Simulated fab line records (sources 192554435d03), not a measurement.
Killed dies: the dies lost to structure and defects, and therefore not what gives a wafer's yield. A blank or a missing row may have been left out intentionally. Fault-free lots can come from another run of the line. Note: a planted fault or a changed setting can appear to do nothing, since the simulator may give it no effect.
Matching of chambers + flow n5 finfet + 4 sister chambers for N5_BEOL_M8_ETCH_65 on rie diel-02
The step etches SiARC in CF4, target depth 15.6 nm, time 26 s. 4 wafers are shown with their chamber, then 10 later ones without.

== WAFERS PAIRED WITH THEIR CHAMBERS ==
| wafer  | chamber | drypump motor current A (A) |
|--------|---------|-----------------------------|
| L078.1 | 3       | 4.7                         |
| L083.5 | 2       | 5.7                         |
| L090.1 | 1       | 5.6                         |
| L090.2 | 0       | 5.8                         |

== WAFERS WITHOUT THEIR CHAMBER ==
| wafer  | drypump motor current A (A) |
|--------|-----------------------------|
| L090.3 | 4.7                         |
| L090.4 | 5.5                         |
| L090.5 | 5.8                         |
| L090.6 | 4.7                         |
| L093.1 | 5.8                         |
| L093.2 | 5.6                         |
| L093.3 | 4.7                         |
| L093.4 | 4.7                         |
| L093.5 | 5.8                         |
| L093.6 | 5.6                         |

== EACH ONE'S CHAMBER ==
| wafer  | from the rows above | in truth |
|--------|---------------------|----------|
| L090.3 | 3                   | 3        |
| L090.4 | 1                   | 1        |
| L090.5 | 0                   | 0        |
| L090.6 | 3                   | 3        |
| L093.1 | 0                   | 0        |
| L093.2 | 1                   | 1        |
| L093.3 | 3                   | 3        |
| L093.4 | 3                   | 3        |
| L093.5 | 0                   | 0        |
| L093.6 | 1                   | 1        |
Placed correctly: 10 of 10. Not placeable from these rows: 0. Wrongly placed: 0.
How it was worked out, from the rows above alone: a wafer's distance from a chamber is the root of the sum, over the readings, of the square of ((its reading less the chamber's mean) divided by the reading's scatter). If the next closest chamber is less than 2 further off than the closest, the wafer can't be placed; otherwise it belongs to the closest. Each chamber's mean is taken over the wafers shown for it. The scatter: root of mean squared gap, hidden wafer to nearest shown wafer, with one shown wafer a chamber.
